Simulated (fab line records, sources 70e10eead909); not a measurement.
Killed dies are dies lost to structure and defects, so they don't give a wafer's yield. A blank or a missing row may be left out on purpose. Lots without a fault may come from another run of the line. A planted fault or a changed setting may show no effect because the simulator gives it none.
Chamber matching | flow nand_harc | NHARC_P_BONDPAD_DESCUM_11 on rie_diel-08: 4 sister chambers
The step chemistry O2, time 3 s. 4 wafers are shown with their chamber, then 7 later ones without.

WAFERS WITH THEIR CHAMBER
wafer  | chamber | drypump_motor_current_A (A)
L945.5 | 1       | 5.8
L946.3 | 2       | 5.3
L949.3 | 0       | 6.2
L949.5 | 3       | 5.7

WAFERS WITHOUT THEIR CHAMBER
wafer  | drypump_motor_current_A (A)
L949.6 | 5.3
L952.1 | 5.8
L952.2 | 6.1
L952.4 | 5.3
L955.1 | 5.2
L955.2 | 6.2
L955.5 | 6.2

WHICH CHAMBER EACH WENT THROUGH
wafer  | from the rows above     | in truth
L949.6 | 2                       | 2
L952.1 | can't be placed: 1 or 3 | 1
L952.2 | 0                       | 0
L952.4 | 2                       | 2
L955.1 | 2                       | 2
L955.2 | 0                       | 0
L955.5 | 0                       | 0
Placed correctly: 6 of 7. Can't be placed from these rows: 1 (the true chamber is among the candidates in 1). Placed wrongly: 0.
How it was worked out, from the rows above alone: a wafer's distance from a chamber is the root of the sum, over the readings, of the square of ((its reading less the chamber's mean) divided by the reading's scatter). The wafer belongs to the nearest chamber; if the next one is less than 2 further off, it can't be placed. A chamber's mean is the mean of its shown wafers. The scatter: with one shown wafer a chamber, the root of the mean of the squares of how far each hidden wafer lies from its nearest shown one.
